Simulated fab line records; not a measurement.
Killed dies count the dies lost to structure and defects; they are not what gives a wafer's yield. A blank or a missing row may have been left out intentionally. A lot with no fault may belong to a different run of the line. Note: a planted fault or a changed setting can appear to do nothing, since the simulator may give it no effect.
fab line records	flow n5_finfet
record: lots: 6	wafers: 17	last_day: 17
route steps=1938 shown BEOL_M0@729 BEOL_M1@751 PASSIVATION@1936
lots untouched by any fault: they come from a run of this same line in which no faults occurred
start_h: the number of hours between the record's first day and the start of the first shown wafer of the lot	wait_h: hours since the lot's step before	" same as the row above	L1.1+2: a single row standing in for several wafers	- no value, or no start was given	* or withheld: withheld	< > ~ a bound
route shown NAME@n: NAME is a module with steps in the file, n the number in the route of the first one	usual: mean/standard deviation taken from wafers without a fault	same: alike in all rows	chamber/n: place in a boat	sites: each site's reading	_std_site: standard deviation across them	_edge_site: outer sites' mean less inner sites'	radius_mm: for every site, how far away it sits from the centre of the wafer	mask NAME#n: copy n	behind: the last tool/chamber to shape the wafer	hold: reason for holding the lot/hours on hold/outcome of the hold	device: whichever transistor did not switch (one of n, p or np)	end of line: the same wafers' tests at the end of the route	step lacking rows: just its recipe	killed: dies that structure and defects cost at the first sort, which is not the same as the wafer's yield	map: shows each die of a wafer: x if killed, . if not, _ if none is there
set.NAME: setting as actually run; set.NAME@STEP: the setting as run at that earlier step	model.NAME: the simulator's own value behind a step, which no gauge read
certain route steps with their lots: each step a table, each wafer a row
services: when a tool's chamber went out of use (start_h, in hours from the record's first day, below 0 if earlier), for how many hours, and the reason
== steps ==
step: N5_BEOL_M0_DEGAS_112
recipe: ambient: vacuum	temp_c: 250	time_s: 60
step: N5_BEOL_M0_PRE_CLEAN_113
recipe: gas: H2/He	time_s: 30	temp_c: 250
step: N5_BEOL_M0_ALD_136
recipe: material: TaN	target_thk_a: *	temp_c: 275	ald_precursor_family: PDMAT	ald_co_reactant: NH3	pressure_torr: 3	carrier_flow_sccm: 1500	pulse_time_s: 2	purge_time_s: 3	co_reactant_purge_time_s: 2	co_reactant_pulse_time_s: 3	ald_cycles: 30	precursor_vessel_temp_c: 75	precursor_vessel_pressure_torr: 26.25	precursor_vessel_carrier_sccm: 1000
step: N5_BEOL_M0_SURFACE_TREAT_137
recipe: gas: Ar	time_s: *	ion_energy_ev: *	ion_current_ma_cm2: 0.5	pressure_mtorr: *	ar_flow_sccm: 30
step: N5_BEOL_M0_CVD_115
recipe: material: Co	target_thk_a: *	temp_c: withheld	precursor: CCTBA/H2	pressure_torr: 30	time_s: 120
step: N5_BEOL_M0_SPUTTER_116
recipe: material: Cu	target_thk_a: 40	temp_c: -20	chamber_pressure_pa: 0.07	power_w: withheld	time_s: 7.37
step: N5_BEOL_M0_ANNEAL_117
recipe: temp_c: 400	time_s: 60	ambient: vacuum
usual: heater_power_w: 818/59	susceptor_temp_C: 400.00/0.22
lot.wafer	tool	chamber	start_h	wait_h	heater_power_w	susceptor_temp_C
L560.1	pvd_sputter-01	-	144.09	0.0	757	399.92
L560.2	"	-	"	"	798	399.65
L560.5	"	-	"	"	830	399.68
L563.1	pvd_sputter-02	-	167.71	0.0	904	399.92
L563.2	"	-	"	"	766	400.13
L563.5	"	-	"	"	805	399.93
L564.1	pvd_sputter-01	-	171.24	0.0	757	400.04
L564.3	"	-	"	"	754	399.84
L571.2	pvd_sputter-03	-	216.56	0.0	882	399.89
L571.4	"	-	"	"	766	399.81
L571.6	"	-	"	"	786	399.87
L572.3	pvd_sputter-03	-	225.88	0.0	850	400.09
L572.5	"	-	"	"	863	400.07
L572.6	"	-	"	"	798	399.86
L576.3	pvd_sputter-03	-	250.44	0.0	865	399.92
L576.5	"	-	"	"	858	400.14
L576.6	"	-	"	"	871	400.07
step: N5_BEOL_M0_SPUTTER_132
recipe: material: Cu	target_thk_a: 40	temp_c: -20	chamber_pressure_pa: 0.07	power_w: withheld	time_s: 7.37
step: N5_BEOL_M0_ANNEAL_133
recipe: temp_c: 400	time_s: 60	ambient: vacuum
step: N5_BEOL_M0_SPUTTER_134
recipe: material: Cu	target_thk_a: 40	temp_c: -20	chamber_pressure_pa: 0.07	power_w: withheld	time_s: 7.37
step: N5_BEOL_M0_ANNEAL_135
recipe: temp_c: 400	time_s: 60	ambient: vacuum
step: N5_BEOL_M0_SPUTTER_141
recipe: material: Cu	target_thk_a: 40	temp_c: -20	chamber_pressure_pa: 0.07	power_w: withheld	time_s: 7.37
usual: chuck_sensor_temp_C: -15.9/0.46	susceptor_temp_C: -19.99/0.1	throttle_valve_pct: 30.2/0.94
lot.wafer	tool	chamber	start_h	wait_h	chuck_sensor_temp_C	susceptor_temp_C	throttle_valve_pct
L560.1	pvd_sputter-01	-	144.37	0.0	-16.0	-19.88	28.6
L560.2	"	-	"	"	-15.8	-20.07	31.9
L560.5	"	-	"	"	-15.8	-20.00	30.2
L563.1	pvd_sputter-02	-	167.99	0.0	-16.4	-20.03	30.1
L563.2	"	-	"	"	-16.9	-19.86	29.4
L563.5	"	-	"	"	-15.9	-19.95	29.5
L564.1	pvd_sputter-01	-	171.52	0.0	-15.6	-19.89	30.2
L564.3	"	-	"	"	-15.8	-19.93	31.6
L571.2	pvd_sputter-03	-	216.84	0.0	-15.6	-20.07	29.0
L571.4	"	-	"	"	-15.5	-20.01	31.6
L571.6	"	-	"	"	-15.4	-20.00	31.6
L572.3	pvd_sputter-03	-	226.16	0.0	-15.7	-20.10	29.1
L572.5	"	-	"	"	-16.5	-19.90	29.6
L572.6	"	-	"	"	-15.6	-20.12	31.5
L576.3	pvd_sputter-03	-	250.72	0.0	-15.7	-19.94	29.2
L576.5	"	-	"	"	-16.5	-19.91	29.7
L576.6	"	-	"	"	-15.8	-19.94	29.3
step: N5_BEOL_M0_ECD_118
recipe: material: Cu	target_thk_a: 3000
lot.wafer	tool	chamber	start_h	wait_h
L560.1+2+5	ecd_cu-01	0,1,1	144.48	0.1
L563.1+2+5	ecd_cu-02	1,0,0	168.11	0.1
L564.1+3	ecd_cu-02	0,1	171.64	0.1
L571.2+4+6	ecd_cu-01	0	216.96	0.1
L572.3+5+6	ecd_cu-01	0,0,1	226.29	0.1
L576.3+5+6	ecd_cu-01	1,1,0	250.85	0.1
step: N5_BEOL_M0_ANNEAL_119
recipe: temp_c: 225	time_s: 90	ambient: N2
step: N5_BEOL_M0_CMP_120
recipe: stop_on: SiOC	t_overpolish_s: 6.9	down_force_psi: 1	platen_rpm: 50	clearing_platen_down_force_psi: 1.5	clearing_platen_rpm: 50	post_cmp_clean: cu_alkaline	clearing_platen_pad_velocity_m_s: 0.99484	pad_velocity_m_s: 0.99484
usual: barrier_field_endpoint_s: 3.67/0.19	motor_current_A: 6.0/0.61	overpolish_run_s: 6.900/0.0086	slurry_filter_dp_kPa: 13.50/0.12	time_to_endpoint_s: 63/4.7
lot.wafer	tool	chamber	start_h	wait_h	barrier_field_endpoint_s	motor_current_A	overpolish_run_s	slurry_filter_dp_kPa	time_to_endpoint_s
L560.2	cmp-01	3	144.90	0.2	3.86	4.8	6.893	13.72	63
L560.1	"	1	"	"	3.58	7.3	6.912	13.64	59
L560.5	"	3	"	"	3.71	5.2	6.890	13.47	62
L563.1	cmp-01	1	168.48	0.3	3.79	7.5	6.906	13.68	56
L563.2	"	3	"	"	3.91	5.0	6.890	13.60	61
L563.5	"	1	"	"	3.82	7.0	6.889	13.48	62
L564.1	cmp-01	2	172.17	0.4	3.81	5.9	6.899	13.59	63
L564.3	"	3	"	"	3.62	4.9	6.909	13.69	56
L571.4	cmp-02	3	218.15	0.2	3.57	6.5	6.896	13.40	64
L571.2	"	0	"	"	3.62	5.7	6.921	13.63	66
L571.6	"	2	"	"	3.55	6.0	6.909	13.41	63
L572.3	cmp-02	1	226.83	0.3	3.54	5.8	6.892	13.40	62
L572.5	"	2	"	"	3.37	6.1	6.911	13.55	59
L572.6	"	3	"	"	3.60	6.7	6.891	13.44	60
L576.3	cmp-02	0	251.32	0.3	3.41	5.7	6.905	13.51	65
L576.6	"	1	"	"	3.43	5.5	6.898	13.51	57
L576.5	"	2	"	"	3.35	5.8	6.896	13.48	58
step: N5_BEOL_M0_PRE_CLEAN_131
recipe: gas: NH3/H2	time_s: 15	temp_c: *	rf_power_w: 300
step: N5_BEOL_M0_CO_CAP_123
recipe: material: Co	target_thk_a: 20	temp_c: 200	precursor: CCTBA/H2	pressure_torr: 30	time_s: 102.1
step: N5_BEOL_M0_PRE_CLEAN_124
recipe: gas: NH3	time_s: 15	temp_c: withheld	rf_power_w: 300
step: N5_BEOL_M0_DEP_125
recipe: material: SiCN	target_thk_a: 80	temp_c: withheld	precursor: 3MS/NH3	pressure_torr: 3	rf_w: 202	time_s: 14
step: N5_BEOL_M0_RS_MEAS_126
recipe: thk_meas_gauge: four-point-probe	reads: Co_of_BEOL_M0_CO_CAP_123+Cu_of_BEOL_M0_ECD_118+Co_of_BEOL_M0_CVD_115+TaN_of_BEOL_M0_ALD_136
usual: M0_RS: 0.528/0.023
lot.wafer	tool	chamber	start_h	wait_h	M0_RS[ohm/sq]
L560.1	film_metro-02	-	145.43	0.1	0.571
L560.2	"	-	"	"	0.544
L560.5	"	-	"	"	0.540
L563.1	film_metro-01	-	169.04	0.0	0.566
L563.2	"	-	"	"	0.549
L563.5	"	-	"	"	0.543
L564.1	film_metro-01	-	172.65	0.0	0.539
L564.3	"	-	"	"	0.547
L571.2	film_metro-02	-	218.70	0.1	0.530
L571.4	"	-	"	"	0.510
L571.6	"	-	"	"	0.532
L572.3	film_metro-01	-	227.31	0.1	0.536
L572.5	"	-	"	"	0.518
L572.6	"	-	"	"	0.531
L576.3	film_metro-02	-	251.80	0.1	0.496
L576.5	"	-	"	"	0.533
L576.6	"	-	"	"	0.514
step: N5_BEOL_M1_ILD_DEP_00
recipe: material: SiOC	target_thk_a: 790	temp_c: 350	precursor: DEMS/O2	pressure_torr: 5	rf_w: 500	time_s: 15.3
step: N5_BEOL_M1_THK_MEAS_01
recipe: reads: SiOC_of_BEOL_M1_ILD_DEP_00
usual: M1_ILD_THK: 79.4/1.2
lot.wafer	tool	chamber	start_h	wait_h	M1_ILD_THK[nm]
L560.1	film_metro-02	-	145.56	0.0	78.8
L560.2	"	-	"	"	77.7
L560.5	"	-	"	"	79.8
L563.1	film_metro-01	-	169.17	0.0	77.9
L563.2	"	-	"	"	79.5
L563.5	"	-	"	"	80.8
L564.1	film_metro-01	-	172.78	0.0	77.4
L564.3	"	-	"	"	78.2
L571.2	film_metro-02	-	218.85	0.1	79.7
L571.4	"	-	"	"	80.6
L571.6	"	-	"	"	81.6
L572.3	film_metro-01	-	227.45	0.1	79.8
L572.5	"	-	"	"	79.8
L572.6	"	-	"	"	79.3
L576.3	film_metro-02	-	251.93	0.1	77.7
L576.5	"	-	"	"	79.6
L576.6	"	-	"	"	79.8
step: N5_BEOL_M1_PECVD_72
recipe: material: SiO2	target_thk_a: 160	temp_c: 400	precursor: TEOS/O2	pressure_torr: 5.5	rf_w: 450	teos_flow_sccm: 53.8	gas: O2	flow_sccm: 3000	time_s: 18
step: N5_BEOL_M1_HM_DEP_02
recipe: material: TiN	target_thk_a: 200	temp_c: 25	chamber_pressure_pa: 0.49996
usual: susceptor_temp_C: 24.99/0.098	throttle_valve_pct: 30.2/0.98
lot.wafer	tool	chamber	start_h	wait_h	susceptor_temp_C	throttle_valve_pct
L560.1	pvd_sputter-03	-	148.30	2.7	25.20	29.0
L560.2	"	-	"	"	24.94	31.6
L560.5	"	-	"	"	24.90	30.8
L563.1	pvd_sputter-01	-	171.68	2.5	25.12	31.8
L563.2	"	-	"	"	24.99	28.6
L563.5	"	-	"	"	24.97	31.6
L564.1	pvd_sputter-01	-	174.38	1.5	25.04	31.6
L564.3	"	-	"	"	25.08	28.4
L571.2	pvd_sputter-03	-	219.72	0.8	25.08	29.2
L571.4	"	-	"	"	24.98	30.7
L571.6	"	-	"	"	25.07	30.7
L572.3	pvd_sputter-01	-	228.69	1.2	25.04	31.8
L572.5	"	-	"	"	24.92	30.4
L572.6	"	-	"	"	24.89	31.6
L576.3	pvd_sputter-03	-	255.16	3.2	25.03	29.2
L576.5	"	-	"	"	25.07	29.2
L576.6	"	-	"	"	24.91	29.7
step: N5_BEOL_M1_COAT_61
recipe: resist: SOC	temp_c: 250	time_s: 60	spin_rpm: 1500	resist_thk_nm: 60
step: N5_BEOL_M1_COAT_62
recipe: resist: SiARC	temp_c: 220	time_s: 60	spin_rpm: 1500	resist_thk_nm: 12
step: N5_BEOL_M1_COAT_73
recipe: resist: underlayer	temp_c: 205	time_s: 60	spin_rpm: 1500	resist_thk_nm: 5
step: N5_BEOL_M1_COAT_05
recipe: resist: CAR-EUV	spin_rpm: 1500	resist_thk_nm: 30
step: N5_BEOL_M1_EBR_07
recipe: solvent: PGMEA	ebr_width_mm: 1.5
step: N5_BEOL_M1_SOFTBAKE_06
recipe: temp_c: 110	time_s: 60	resist: CAR-EUV
step: N5_BEOL_M1_EXPOSE_08
recipe: mask_id: M1	na: 0.33	source_shape: dipole	sigma_inner: 0.369	sigma_outer: 0.767	polarization: unpolarized	dose_mj: 33
step: N5_BEOL_M1_PEB_09
recipe: peb_temp_c: 100	peb_time_s: 60	resist: CAR-EUV
step: N5_BEOL_M1_DEVELOP_10
recipe: develop_time_s: 30	developer: TMAH	resist: CAR-EUV	rinse_liquid: surfactant_rinse	dry: air_spin	dev_temp_c: 23
step: N5_BEOL_M1_CD_MEAS_11
recipe: target_cd_nm: 17.05	landing_energy_ev: 500	detector: se_inlens	polarity: opening
usual: cd_nm: 17.07/0.25
lot.wafer	tool	chamber	start_h	wait_h	cd_nm
L560.1	cd_sem-03	0	148.81	-	17.00
L560.2	"	0	"	"	17.24
L560.5	"	0	"	"	17.33
L563.1	cd_sem-01	0	173.12	-	16.94
L563.2	"	0	"	"	17.13
L563.5	"	0	"	"	17.12
L564.1	cd_sem-02	0	174.77	-	16.74
L564.3	"	0	"	"	16.95
L571.2	cd_sem-01	0	220.13	-	16.98
L571.4	"	0	"	"	16.67
L571.6	"	0	"	"	16.83
L572.3	cd_sem-03	0	229.08	-	17.55
L572.5	"	0	"	"	17.48
L572.6	"	0	"	"	17.11
L576.3	cd_sem-03	0	255.80	-	17.06
L576.5	"	0	"	"	17.15
L576.6	"	0	"	"	17.54
step: N5_BEOL_M1_OVL_MEAS_12
recipe: points_per_wafer: 522
usual: M1_OVL: -0.2/0.64
lot.wafer	tool	chamber	start_h	wait_h	M1_OVL[nm]
L560.1	overlay-01	0	148.84	0.0	-0.5
L560.2	"	0	"	"	-0.2
L560.5	"	0	"	"	-0.1
L563.1	overlay-01	0	173.15	0.0	0.2
L563.2	"	0	"	"	-0.3
L563.5	"	0	"	"	-0.8
L564.1	overlay-01	0	174.80	0.0	-0.3
L564.3	"	0	"	"	-0.2
L571.2	overlay-02	0	220.16	0.0	-0.9
L571.4	"	0	"	"	0.1
L571.6	"	0	"	"	-0.9
L572.3	overlay-02	0	229.12	0.0	-0.7
L572.5	"	0	"	"	-0.4
L572.6	"	0	"	"	-0.7
L576.3	overlay-01	0	255.84	0.0	-1.1
L576.5	"	0	"	"	-1.3
L576.6	"	0	"	"	-1.0
step: N5_BEOL_M1_DESCUM_16
recipe: chemistry: O2	time_s: 7	source_power_w: 50	bias_power_w: 20	pressure_mtorr: 20	rf_frequency_hz: 2.712e+07	temp_c: 40	resist: CAR-EUV	o2_flow_sccm: 225
step: N5_BEOL_M1_ETCH_74
recipe: chemistry: N2/H2	target: underlayer	target_depth_a: 65	mask_material: CAR-EUV	time_s: 5.2	ion_energy_ev: 200	pressure_mtorr: 30	source_w: 840	bias_w: 150	n2_flow_sccm: 200	h2_flow_sccm: 200	ends: cleared
step: N5_BEOL_M1_ETCH_63
recipe: chemistry: CF4	target: SiARC	target_depth_a: 156	mask_material: CAR-EUV	time_s: 26	ion_energy_ev: 80	pressure_mtorr: 40	source_w: 545	bias_w: 36	Ar_flow_sccm: 100	cf4_flow_sccm: 100	ends: cleared
step: N5_BEOL_M1_ETCH_64
recipe: chemistry: N2/H2	target: SOC	target_depth_a: 750	overetch_a: 150	mask_material: SiARC	temp_c: 40	time_s: 112.5	ion_energy_ev: 200	pressure_mtorr: 30	source_w: 840	bias_w: 150	n2_flow_sccm: 200	h2_flow_sccm: 200
usual: drypump_motor_current_A: 6.0/0.39	oes_product_au: 0.63/0.072	rf_vpp_V: 523.5/2.5	showerhead_plenum_p_Torr: 2.52/0.08	throttle_valve_pct: 17.75/0.27
lot.wafer	tool	chamber	start_h	wait_h	drypump_motor_current_A	oes_product_au	rf_hours_counter_h	rf_vpp_V	showerhead_plenum_p_Torr	throttle_valve_pct
L560.1	rie_diel-03	2	149.09	0.0	6.5	0.58	206	523.5	2.51	17.87
L560.2	"	3	"	"	6.4	0.56	199	527.2	2.62	17.88
L560.5	"	3	"	"	6.5	0.56	-	526.5	2.62	17.87
L563.1	rie_diel-02	1	173.40	0.0	5.7	0.59	156	520.1	2.42	18.04
L563.2	"	3	"	"	5.8	0.59	178	522.7	2.43	17.71
L563.5	"	0	"	"	6.7	0.69	-	525.1	2.58	17.28
L564.1	rie_diel-02	0	175.11	0.0	6.7	0.69	50	524.7	2.58	17.30
L564.3	"	1	"	"	5.7	0.59	157	520.2	2.41	18.03
L571.2	rie_diel-03	1	220.65	0.0	5.9	0.73	18	522.3	2.49	17.49
L571.4	"	0	"	"	5.2	0.62	122	524.7	2.54	17.62
L571.6	"	1	"	"	5.9	0.73	-	522.8	2.49	17.49
L572.3	rie_diel-01	2	229.28	0.0	6.0	0.56	177	527.3	2.62	17.99
L572.5	"	3	"	"	5.8	0.55	-	523.8	2.51	18.02
L572.6	"	0	"	"	6.2	0.72	-	524.2	2.56	17.31
L576.3	rie_diel-01	0	256.06	0.0	6.2	0.71	28	526.2	2.56	17.34
L576.5	"	0	"	"	6.2	0.71	-	525.7	2.56	17.34
L576.6	"	1	"	"	6.0	0.69	-	522.4	2.48	17.81
step: N5_PASSIVATION_PROBE_49
usual: defect_limited_yield: 91.1/1.3	killed_at_M0_to_M3: 32/9.7	killed_at_M4_up: 16/6	killed_at_contacts: 12/5.9	killed_at_front_end: 41/11	killed_at_other: 4/3.1	killed_dies: 104/16	killed_on_rim: 14/4	killed_open: 68/12	killed_short: 34/7.4	sort_bin_5_function: 5.1/0.85	sort_bin_6_memory: 3.3/0.66	sort_n_pass: 1075/16	sort_yield_pct: 91.1/1.4
same: gross_dies: 1180	killed_at_back_side: 0	sort_bin_4_leakage[%]: 0	sort_bin_8_speed[%]: 0
lot.wafer	tool	chamber	start_h	wait_h	defect_limited_yield[%]	killed_at_M0_to_M3	killed_at_M4_up	killed_at_contacts	killed_at_front_end	killed_at_other	killed_dies	killed_on_rim	killed_open	killed_short	sort_bin_5_function[%]	sort_bin_6_memory[%]	sort_n_pass	sort_yield_pct[%]
L571.4	prober-02	-	394.80	0.2	92.2	35	5	20	31	1	92	8	58	32	5.7	1.9	1088	92.2
L572.3	prober-01	-	400.04	0.1	73.1	229	24	18	46	0	317	42	80	25	16.1	9.6	863	73.1
L572.5	prober-01	-	400.14	0.2	75.0	241	19	6	25	4	295	38	46	33	15.6	8.2	885	75.0
L572.6	prober-01	-	400.19	0.3	76.7	219	14	8	34	0	275	29	53	21	13.1	8.5	905	76.7
L576.3	prober-02	-	418.30	0.1	74.4	238	8	5	49	2	302	40	55	33	14.2	8.6	878	74.4
L576.5	prober-02	-	418.40	0.2	76.1	227	16	3	31	5	282	57	42	24	13.7	8.7	898	76.1
L576.6	prober-02	-	418.45	0.3	72.8	244	22	7	44	4	321	39	66	32	15.3	9.6	859	72.8
killed by level:class
L571.4 MOL_CONTACT_COAG:geometric_particle:open=17 BEOL_M0_SAQP:geometric_particle:open=8 FIN_SAQP:geometric_particle:open=6 GATE_CUT:geometric_particle:short=6 BEOL_M2:geometric_particle:open=5 BEOL_M3:geometric_particle:open=5 STI_FIN_REVEAL:geometric_particle:open=4 BEOL_M1:geometric_particle:open=4
L572.3 BEOL_M0:unspecified=209 MOL_CONTACT_COAG:geometric_particle:open=16 DUMMY_GATE:geometric_particle:open=12 STI_FIN_REVEAL:geometric_particle:open=9 BEOL_M3:geometric_particle:open=9 BEOL_M4:geometric_particle:open=9 FIN_SAQP:geometric_particle:open=6 BEOL_M2:geometric_particle:open=5
L572.5 BEOL_M0:unspecified=216 FIN_SAQP:geometric_particle:short=9 BEOL_M4:geometric_particle:open=8 MOL_CONTACT_COAG:geometric_particle:open=5 BEOL_M0_SAQP:geometric_particle:open=5 BEOL_M3:geometric_particle:open=5 BEOL_M0_SAQP:geometric_particle:short=4 FIN_SAQP:geometric_particle:open=3
L572.6 BEOL_M0:unspecified=194 MOL_CONTACT_COAG:geometric_particle:open=7 BEOL_M1:geometric_particle:open=7 HKMG_FIN:area_etch=7 BEOL_M4:geometric_particle:open=6 BEOL_M0_SAQP:geometric_particle:short=5 FIN_SAQP:geometric_particle:open=4 GATE_CUT:geometric_particle:short=4
L576.3 BEOL_M0:unspecified=204 HKMG_FIN:area_etch=9 FIN_SAQP:geometric_particle:short=8 STI_FIN_REVEAL:geometric_particle:open=8 FIN_SAQP:geometric_particle:open=7 BEOL_M1:geometric_particle:open=7 BEOL_M2:geometric_particle:open=7 BEOL_M1:geometric_particle:short=5
L576.5 BEOL_M0:unspecified=210 FIN_SAQP:geometric_particle:short=7 STI_FIN_REVEAL:geometric_particle:open=5 BEOL_M5:geometric_particle:open=4 BEOL_M8:geometric_particle:open=4 HKMG_FIN:area_etch=4 MOL_CONTACT_COAG:geometric_particle:open=3 BEOL_M0_SAQP:geometric_particle:open=3
L576.6 BEOL_M0:unspecified=212 FIN_SAQP:geometric_particle:short=11 BEOL_M2:geometric_particle:open=11 HKMG_FIN:area_etch=9 FIN_SAQP:geometric_particle:open=8 BEOL_M1:geometric_particle:open=7 STI_FIN_REVEAL:geometric_particle:open=7 BEOL_M3:geometric_particle:open=7
map L572.3 (x killed, . not)
_________________..x.x....x.x________________
______________.....x.xxxx......._____________
___________.x..xx...xxx.......x...x__________
__________....x...xxxx.x.....xx..x.._________
________.x.x.x...x........x........x.._______
_______x.....x................x.......x______
______..xxxx.......x.............x..xx.x_____
_____x....x.x.....x.....x.......x.xx.....____
____.x.....x.x...x......x......xxx.x.x....___
___x.x..x..xx.xx.x....x...xx........x....x.__
___.........xx......x..........x...xx.....x__
__....x.......x...xx...x....x........x.x...._
__xxx.x............x........x..x..........x._
_...xx.........x.x.x....x.x..xx......x....x..
_....x..x.x.xxxx....xxx..x......x.xxx..x.....
_..xx....x.......x....x...........x....x.....
_..x.x.x.xx....x..x.....x.x.xx............x..
_.x..xx...........xx..xx..xx......x.xx......x
_x.......x.xxx....xx..x...x.x...x....x.....xx
_xx..xxx..x............xx...xx.....x.x.xxx..x
_....x...x....x..x......x....x.........xxx...
__......x....xxxx..x......x....x..........xx_
__...x.x.....x.xx......x...x.....x.......x.._
___.....x....x.........x..x..........x.....__
___..........x.x..x....x..xx.x...........x.__
____......x.x..x.xxx....x.....xx......x...___
_____........x..xx..x...x...x.......xx...____
______x....x.x.....xxxx.x....x.x....x..._____
_______x..xx.x......xx.x.....xxx.x...xx______
________x..x..xx.xx.xxx...xxxx...xxxx._______
__________x....xx...x.xx...x..x.xxx._________
___________x...xxxxx...x....x..xx.x__________
______________..x..x.....x....x._____________
_________________.xx..x......________________
map L576.6 (x killed, . not)
_________________x.........x.________________
______________......x..x..x.x..x_____________
___________x.....x.x.x.............__________
__________.xx.x....................._________
________.....x.x....xxx.......x....x.x_______
_______xx.x.....x.......x.....xxx......______
______.......x.....xx...x.xx.xxx..xx.x.x_____
_____.........x.....x..x........xxx...x..____
____x........x..xxx...x...x.x.x........x..___
___.x..x.......x......x...x.x.xx....x.x.x..__
___x..x.......x....x.x...x..xx...x.........__
__..x...x......x.x.x..x...x.x.x..x..x......._
__xxx......x.x.....x.x..x................x.x_
_x....xx...x.......x.x....x......xxxx..x.x...
_x...xx..x......x..........x......xx..xx..xx.
_.x.x.x....xxx.....x..x...xx.x.x.x..x..x.x..x
_..x.....x.x......xx..xx....xxxx.....xxxx..xx
_.x.x....x.....x..x.x....x......x...........x
_xx..x..........x.......x..xxx.......x....x..
_.x..x..x..x..x.......x......x.x.......x....x
_.x.....xx.......xx.x..........x.....x.x.x...
__...x........x....xx...xx.x.x.x.......xxx.._
__xxx...x.x..x......x......xx.....x.x...xx.._
___x...x...............xx.xx.....x.xx.x...x__
___....x..........xx.x....xxxx.x.....xx.x..__
____x..xx......xx...........xx....x....x..___
_____.x...xx....xx..x..x.x..xx...........____
______..x......x.....x...xx.......x.xx.._____
_______.xxx.x...xxx.....x......xx..xx.x______
________...x....x.x.xxxxx.x.x.x.....xx_______
__________.xxx...x.x..xx....x...x..._________
___________...x.x.x...x...x...x....__________
______________x.....x.x...x....._____________
_________________..........xx________________
== services ==
tool	chamber	start_h	hours	kind
ecd_cu-02	-	136.71	2.0	repair
rie_diel-03	1	142.19	-	clean
rie_diel-03	1	142.19	-	consumable_replace:focus_ring
rie_diel-03	1	142.19	18.4	scheduled_down
rie_diel-03	1	142.19	18.4	vent_cycle
rie_diel-01	0	143.73	-	clean
rie_diel-01	0	143.73	-	consumable_replace:focus_ring
rie_diel-01	0	143.73	12.9	scheduled_down
rie_diel-01	0	143.73	12.9	vent_cycle
cmp-01	-	147.27	0.3	repair
cmp-01	-	151.92	1.6	repair
cmp-02	-	155.54	2.0	repair
rie_diel-02	3	159.82	13.2	repair
cmp-02	-	163.44	3.8	pm
rie_diel-01	-	185.38	2.8	pm
rie_diel-02	2	203.25	-	clean
rie_diel-02	2	203.25	-	consumable_replace:focus_ring
rie_diel-02	2	203.25	-	consumable_replace:showerhead
rie_diel-02	2	203.25	16.7	scheduled_down
rie_diel-02	2	203.25	16.7	vent_cycle
rie_diel-01	1	203.57	9.8	repair
ecd_cu-02	-	254.18	1.9	repair
rie_diel-01	3	254.41	9.7	repair
rie_diel-02	3	255.88	9.2	repair
== key ==
first_sign: step: N5_PASSIVATION_PROBE_49	reading: killed_at_M0_to_M3	direction: up	sigmas: 21	usual: 32	struck: 233
effect: step: N5_PASSIVATION_PROBE_49	reading: killed_dies	direction: up	sigmas: 12	usual: 104	struck: 299
more_kills_born_at: N5_BEOL_M0_ECD_118@ecd_cu-01: 1245
met_at N5_BEOL_M0_ECD_118
struck_wafers L572.3,L572.5,L572.6,L576.3,L576.5,L576.6
onset_between 216.96 226.29
also_fits time
fault: kind: chamber_particle_source	tool: ecd_cu-01	chamber: -	onset_h: 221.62	steps: N5_BEOL_M0_ECD_118	rate_per_visit_cm2: 0.39001	end_h: 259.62
